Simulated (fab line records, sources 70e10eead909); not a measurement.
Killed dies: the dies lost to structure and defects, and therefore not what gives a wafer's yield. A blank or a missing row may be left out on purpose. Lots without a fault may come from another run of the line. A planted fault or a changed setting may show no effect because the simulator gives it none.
What tool caused it? :: flow nandHarc :: 12 lots, 36 wafers sampled, at 6 steps of a route of 1302

## WHAT EACH GAUGE READ, for each wafer
NHARC_P_ZERO_WELL_CD_MEAS_11 targets a cd of 500 nm.
lot: L776
measured: day 2 07:14
on: cdSem-03
cdNm (nm): 501 503 500

lot: L777
measured: day 2 17:08
on: cdSem-03
cdNm (nm): 499 500 495

lot: L778
measured: day 3 03:07
on: cdSem-02
cdNm (nm): 498 498 497

lot: L780
measured: day 3 23:07
on: cdSem-01
cdNm (nm): 503 501 499

lot: L781
measured: day 4 09:14
on: cdSem-02
cdNm (nm): 500 497 498

lot: L782
measured: day 4 19:07
on: cdSem-03
cdNm (nm): 500 502 504

lot: L786
measured: day 6 11:07
on: cdSem-02
cdNm (nm): 500 500 497

lot: L787
measured: day 6 21:07
on: cdSem-03
cdNm (nm): 502 499 497

lot: L793
measured: day 9 09:16
on: cdSem-02
cdNm (nm): 498 498 503

lot: L794
measured: day 9 19:14
on: cdSem-01
cdNm (nm): 503 500 504

lot: L795
measured: day 10 05:17
on: cdSem-03
cdNm (nm): 495 496 494

lot: L798
measured: day 11 11:07
on: cdSem-03
cdNm (nm): 501 499 503

NHARC_P_ZERO_WELL_CD_MEAS_37 targets a cd of 720 nm.
lot: L776
measured: day 2 10:13
on: cdSem-01
cdNm (nm): 719.1 721.8 720.8

lot: L777
measured: day 2 20:11
on: cdSem-01
cdNm (nm): 722.5 717.9 718.0

lot: L778
measured: day 3 06:05
on: cdSem-01
cdNm (nm): 723.1 717.4 723.8

lot: L780
measured: day 4 02:01
on: cdSem-03
cdNm (nm): 720.2 719.2 718.3

lot: L781
measured: day 4 12:22
on: cdSem-03
cdNm (nm): 716.9 722.5 720.9

lot: L782
measured: day 4 21:59
on: cdSem-03
cdNm (nm): 718.2 717.5 719.9

lot: L786
measured: day 6 14:01
on: cdSem-01
cdNm (nm): 721.1 722.3 718.7

lot: L787
measured: day 6 23:51
on: cdSem-01
cdNm (nm): 720.8 720.3 716.6

lot: L793
measured: day 9 12:01
on: cdSem-03
cdNm (nm): 717.7 723.4 719.1

lot: L794
measured: day 9 22:13
on: cdSem-03
cdNm (nm): 720.9 721.6 722.2

lot: L795
measured: day 10 08:08
on: cdSem-01
cdNm (nm): 720.6 722.5 722.1

lot: L798
measured: day 11 13:59
on: cdSem-01
cdNm (nm): 718.7 719.9 720.6

NHARC_P_STI_INSPECT_11.
lot: L776
measured: day 3 08:09
on: defectInspect-01
rawDefectCount: 9 6 7

lot: L777
measured: day 3 15:19
on: defectInspect-02
rawDefectCount: 2 4 4

lot: L778
measured: day 4 03:52
on: defectInspect-02
rawDefectCount: 6 3 6

lot: L780
measured: day 4 23:13
on: defectInspect-02
rawDefectCount: 10 3 3

lot: L781
measured: day 5 08:08
on: defectInspect-01
rawDefectCount: 3 5 7

lot: L782
measured: day 5 17:58
on: defectInspect-01
rawDefectCount: 6 5 9

lot: L786
measured: day 7 11:47
on: defectInspect-01
rawDefectCount: 4 2 6

lot: L787
measured: day 7 21:11
on: defectInspect-01
rawDefectCount: 6 10 7

lot: L793
measured: day 10 09:13
on: defectInspect-01
rawDefectCount: 24 23 39

lot: L794
measured: day 10 21:13
on: defectInspect-02
rawDefectCount: 19 19 23

lot: L795
measured: day 11 05:40
on: defectInspect-02
rawDefectCount: 23 15 15

lot: L798
measured: day 12 09:38
on: defectInspect-01
rawDefectCount: 8 3 10

NHARC_END_SORT_01.
lot: L776
measured: day 24 18:00
on: prober-02
killedAtArray: 36 26 43
killedAtOther: 0 1 0
killedAtPeriphery: 5 5 4
killedDies: 41 32 47
killedOpen: 4 3 3
killedShort: 3 2 3

lot: L787
measured: day 29 16:20
on: prober-02
killedAtArray: 57 47 51
killedAtOther: 1 5 0
killedAtPeriphery: 3 1 2
killedDies: 61 53 53
killedOpen: 3 3 2
killedShort: 7 2 3

lot: L793
measured: day 32 14:43
on: prober-01
killedAtArray: 28 34 38
killedAtOther: 0 1 0
killedAtPeriphery: 14 19 21
killedDies: 42 54 59
killedOpen: 2 10 6
killedShort: 4 0 8

lot: L794
measured: day 32 06:02
on: prober-01
killedAtArray: 78 67 81
killedAtOther: 2 1 1
killedAtPeriphery: 15 18 20
killedDies: 95 86 102
killedOpen: 6 2 7
killedShort: 6 2 4

lot: L795
measured: day 33 03:47
on: prober-02
killedAtArray: 58 59 55
killedAtOther: 0 0 1
killedAtPeriphery: 16 13 13
killedDies: 74 72 69
killedOpen: 4 3 5
killedShort: 1 1 1

## WHICH TOOL RAN EACH LOT (tool, then ch and the chambers of the sampled wafers, then the start)
lot: L776
NHARC_P_STI_HM_DEP_30: lpcvd-01 ch 0, day 3 04:00
NHARC_P_GATE_DESCUM_13: rieDiel-08 ch 0,1,3, day 4 23:04

lot: L777
NHARC_P_STI_HM_DEP_30: lpcvd-01 ch 1, day 3 11:09
NHARC_P_GATE_DESCUM_13: rieDiel-08 ch 0,2,3, day 5 06:31

lot: L778
NHARC_P_STI_HM_DEP_30: lpcvd-02 ch 1, day 3 23:49
NHARC_P_GATE_DESCUM_13: rieDiel-06 ch 1,2,3, day 5 16:06

lot: L780
NHARC_P_STI_HM_DEP_30: lpcvd-02 ch 0, day 4 19:02
NHARC_P_GATE_DESCUM_13: rieDiel-12 ch 0,1,2, day 6 15:29

lot: L781
NHARC_P_STI_HM_DEP_30: lpcvd-01 ch 1, day 5 03:55
NHARC_P_GATE_DESCUM_13: rieDiel-08 ch 0,2, day 6 15:25

lot: L782
NHARC_P_STI_HM_DEP_30: lpcvd-01 ch 1, day 5 13:49
NHARC_P_GATE_DESCUM_13: rieDiel-08 ch 0,1,2, day 7 09:32

lot: L786
NHARC_P_STI_HM_DEP_30: lpcvd-01 ch 1, day 7 07:34
NHARC_P_GATE_DESCUM_13: rieDiel-12 ch 0,3, day 9 02:43

lot: L787
NHARC_P_STI_HM_DEP_30: lpcvd-01 ch 0, day 7 17:02
NHARC_P_GATE_DESCUM_13: rieDiel-06 ch 0,1,3, day 9 10:07

lot: L793
NHARC_P_STI_HM_DEP_30: lpcvd-01 ch 0, day 10 05:12
NHARC_P_GATE_DESCUM_13: rieDiel-06 ch 1,2,3, day 11 21:46

lot: L794
NHARC_P_STI_HM_DEP_30: lpcvd-01 ch 0, day 10 16:55
NHARC_P_GATE_DESCUM_13: rieDiel-06 ch 1,3, day 12 11:23

lot: L795
NHARC_P_STI_HM_DEP_30: lpcvd-01 ch 0, day 11 01:36
NHARC_P_GATE_DESCUM_13: rieDiel-06 ch 1,2,3, day 12 18:36

lot: L798
NHARC_P_STI_HM_DEP_30: lpcvd-02 ch 1, day 12 05:23
NHARC_P_GATE_DESCUM_13: rieDiel-12 ch 0,1,3, day 13 22:51
- NHARC_P_STI_HM_DEP_30: deposits Si3N4, target thk 80 nm, time 873 s.
- NHARC_P_GATE_DESCUM_13: chemistry O2, time 3 s.

## AS READ BY THE TOOLS THEMSELVES (means over the sampled wafers that have a number; for cases with no such wafer, the mark the record gives instead)
NHARC_P_STI_HM_DEP_30.
lot: L776
tool: lpcvd-01
pressureMtorr (mTorr): 300.9
spikeTcLowerC (C): 789.5
spikeTcTopC (C): 803.0

lot: L777
tool: lpcvd-01
pressureMtorr (mTorr): 300.1
spikeTcLowerC (C): 788.7
spikeTcTopC (C): 804.2

lot: L778
tool: lpcvd-02
pressureMtorr (mTorr): 299.5
spikeTcLowerC (C): 789.9
spikeTcTopC (C): 804.3

lot: L780
tool: lpcvd-02
pressureMtorr (mTorr): 300.3
spikeTcLowerC (C): 791.5
spikeTcTopC (C): 806.0

lot: L781
tool: lpcvd-01
pressureMtorr (mTorr): 299.3
spikeTcLowerC (C): 790.2
spikeTcTopC (C): 804.0

lot: L782
tool: lpcvd-01
pressureMtorr (mTorr): 299.8
spikeTcLowerC (C): 789.7
spikeTcTopC (C): 805.3

lot: L786
tool: lpcvd-01
pressureMtorr (mTorr): 300.1
spikeTcLowerC (C): 790.8
spikeTcTopC (C): 805.2

lot: L787
tool: lpcvd-01
pressureMtorr (mTorr): 300.6
spikeTcLowerC (C): 789.4
spikeTcTopC (C): 803.9

lot: L793
tool: lpcvd-01
pressureMtorr (mTorr): 300.3
spikeTcLowerC (C): 787.8
spikeTcTopC (C): 803.3

lot: L794
tool: lpcvd-01
pressureMtorr (mTorr): 300.4
spikeTcLowerC (C): 788.9
spikeTcTopC (C): 803.1

lot: L795
tool: lpcvd-01
pressureMtorr (mTorr): 300.4
spikeTcLowerC (C): 789.4
spikeTcTopC (C): 802.9

lot: L798
tool: lpcvd-02
pressureMtorr (mTorr): 300.3
spikeTcLowerC (C): 788.1
spikeTcTopC (C): 804.9

NHARC_P_GATE_DESCUM_13.
lot: L776
tool: rieDiel-08
drypumpMotorCurrentA (A): 5.4
o2FlowSccm (sccm): 200.3
oesProductAu (a.u.): 1.011
rfVppV (V): 58.2
showerheadPlenumPTorr (Torr): 1.89
throttleValvePct (%): 11.318

lot: L777
tool: rieDiel-08
drypumpMotorCurrentA (A): 5.5
o2FlowSccm (sccm): 200.1
oesProductAu (a.u.): 1.022
rfVppV (V): 58.2
showerheadPlenumPTorr (Torr): 1.93
throttleValvePct (%): 11.313

lot: L778
tool: rieDiel-06
drypumpMotorCurrentA (A): 6.0
o2FlowSccm (sccm): 200.1
oesProductAu (a.u.): 1.007
rfVppV (V): 57.4
showerheadPlenumPTorr (Torr): 1.89
throttleValvePct (%): 11.304

lot: L780
tool: rieDiel-12
drypumpMotorCurrentA (A): 5.8
o2FlowSccm (sccm): 200.2
oesProductAu (a.u.): 0.989
rfVppV (V): 58.1
showerheadPlenumPTorr (Torr): 1.87
throttleValvePct (%): 11.322

lot: L781
tool: rieDiel-08
drypumpMotorCurrentA (A): 5.6
o2FlowSccm (sccm): 200.3
oesProductAu (a.u.): 1.022
rfVppV (V): 57.7
showerheadPlenumPTorr (Torr): 1.96
throttleValvePct (%): 11.314

lot: L782
tool: rieDiel-08
drypumpMotorCurrentA (A): 5.5
o2FlowSccm (sccm): 200.0
oesProductAu (a.u.): 1.000
rfVppV (V): 58.2
showerheadPlenumPTorr (Torr): 1.92
throttleValvePct (%): 11.315

lot: L786
tool: rieDiel-12
drypumpMotorCurrentA (A): 6.0
o2FlowSccm (sccm): 200.8
oesProductAu (a.u.): 0.982
rfVppV (V): 58.2
showerheadPlenumPTorr (Torr): 1.83
throttleValvePct (%): 11.313

lot: L787
tool: rieDiel-06
drypumpMotorCurrentA (A): 6.1
o2FlowSccm (sccm): 200.2
oesProductAu (a.u.): 1.012
rfVppV (V): 57.2
showerheadPlenumPTorr (Torr): 1.91
throttleValvePct (%): 11.312

lot: L793
tool: rieDiel-06
drypumpMotorCurrentA (A): 6.0
o2FlowSccm (sccm): 199.8
oesProductAu (a.u.): 1.009
rfVppV (V): 57.4
showerheadPlenumPTorr (Torr): 1.89
throttleValvePct (%): 11.316

lot: L794
tool: rieDiel-06
drypumpMotorCurrentA (A): 6.0
o2FlowSccm (sccm): 200.1
oesProductAu (a.u.): 1.019
rfVppV (V): 58.0
showerheadPlenumPTorr (Torr): 1.82
throttleValvePct (%): 11.310

lot: L795
tool: rieDiel-06
drypumpMotorCurrentA (A): 5.9
o2FlowSccm (sccm): 200.2
oesProductAu (a.u.): 1.006
rfVppV (V): 57.6
showerheadPlenumPTorr (Torr): 1.89
throttleValvePct (%): 11.310

lot: L798
tool: rieDiel-12
drypumpMotorCurrentA (A): 6.0
o2FlowSccm (sccm): 200.3
oesProductAu (a.u.): 1.011
rfVppV (V): 58.0
showerheadPlenumPTorr (Torr): 1.87
throttleValvePct (%): 11.310

## THE ANSWER, worked out from the rows above alone
Rule: usual is defined by the lots themselves. Put in order of their means at a reading, lots are off if they are a third of the lots or fewer, leave a main group of 4 or more, and stand apart from it by a gap of 3 or more times the standard deviation of the main group's means; of several such gaps the widest counts. The tables above print the reading to a certain number of digits; a main group whose means all agree to those digits is not used. A lot without any number at a reading at which 4 lots or more have one is off too. The other lots that the step has rows for count as sound. After the gauges, taken in route order, come the tools' own readings; for these a lot's mean is taken, as printed above. At the first step where some lot is off, the reading lying furthest off is the one used; lots without a number count as furthest.
Off: L793, L794, L795 (NHARC_P_STI_INSPECT_11, rawDefectCount). The main group: mean 6, standard deviation 1.4.
A tool fits if, at a process step before that reading, it ran every lot that is off, and no sound lot after the first of them. Those tools and the gauges at NHARC_P_STI_INSPECT_11 are tried in the same way. One candidate fits, namely lpcvd-01 at NHARC_P_STI_HM_DEP_30. A fault onset in the window from L787 (day 7 17:02, its last sound lot) to L793 (day 10 05:12, its first lot off) fits.

## WHAT THE SIMULATOR PUT IN
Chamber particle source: lpcvd-01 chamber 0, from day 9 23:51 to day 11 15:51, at NHARC_P_STI_HM_DEP_30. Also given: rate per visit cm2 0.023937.
Lots struck among those shown: L793, L794, L795. The same result came from the rule above.
